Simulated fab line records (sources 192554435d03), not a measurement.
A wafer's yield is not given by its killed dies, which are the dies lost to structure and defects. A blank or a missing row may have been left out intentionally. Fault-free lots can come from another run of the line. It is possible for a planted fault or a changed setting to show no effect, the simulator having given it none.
Matching of chambers | flow n5-finfet | 4 sister chambers for N5_HKMG_FIN_HK_ALD_01 on ald-hk-02
The step deposits HfO2, target thk 1.6 nm, pulse time 3 s, purge time 3 s. 20 wafers are shown with their chamber, then 10 later ones without.

## WAFERS WITH THEIR CHAMBER
wafer  | chamber | precursor-pulse-height-rel
L074.2 | 0       | 0.985
L074.3 | 3       | 0.973
L074.4 | 2       | 0.963
L075.1 | 2       | 1.033
L075.3 | 0       | 1.038
L075.5 | 1       | 1.004
L077.1 | 3       | 0.964
L077.2 | 0       | 0.969
L077.3 | 1       | 0.990
L079.1 | 0       | 1.039
L079.4 | 2       | 1.011
L079.6 | 2       | 1.022
L080.2 | 0       | 1.032
L080.4 | 3       | 1.021
L080.5 | 1       | 1.011
L084.3 | 1       | 1.018
L084.5 | 2       | 1.023
L084.6 | 1       | 0.971
L086.1 | 0       | 0.986
L086.3 | 1       | 1.022

SIGNATURES (means of the wafers above)
reading                    | chamber 0 | chamber 1 | chamber 2 | chamber 3 | scatter within a chamber
precursor-pulse-height-rel | 1.00817   | 1.00267   | 1.01040   | 0.98600   | 0.0271
Rule: for each reading, subtract the chamber's mean from the wafer's reading, divide by that reading's scatter and square the result; add these up over the readings and take the root, which gives the wafer's distance from the chamber. If the next closest chamber is less than 2 further off than the closest, the wafer can't be placed; otherwise it belongs to the closest. The scatter: take each reading less its chamber's mean, square it, sum over the shown wafers, divide by the number of wafers less the number of chambers, and take the root.

## WAFERS WHOSE CHAMBER IS MISSING
wafer  | precursor-pulse-height-rel
L086.4 | 0.985
L088.2 | 0.994
L088.5 | 1.014
L088.6 | 1.006
L090.1 | 1.003
L090.2 | 0.979
L090.3 | 1.001
L097.2 | 1.005
L097.3 | 0.994
L097.6 | 0.979

## THE CHAMBER EACH PASSED THROUGH
wafer  | from the rows above               | in truth
L086.4 | can't be placed: 3 or 1 or 0 or 2 | 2
L088.2 | can't be placed: 3 or 1 or 0 or 2 | 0
L088.5 | can't be placed: 2 or 0 or 1 or 3 | 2
L088.6 | can't be placed: 0 or 1 or 2 or 3 | 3
L090.1 | can't be placed: 1 or 0 or 2 or 3 | 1
L090.2 | can't be placed: 3 or 1 or 0 or 2 | 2
L090.3 | can't be placed: 1 or 0 or 2 or 3 | 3
L097.2 | can't be placed: 1 or 0 or 2 or 3 | 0
L097.3 | can't be placed: 3 or 1 or 0 or 2 | 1
L097.6 | can't be placed: 3 or 1 or 0 or 2 | 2
Correctly placed: 0 of 10. Unplaceable from these rows: 10, with the true chamber sitting among the candidates in 10. Wrongly placed: 0.
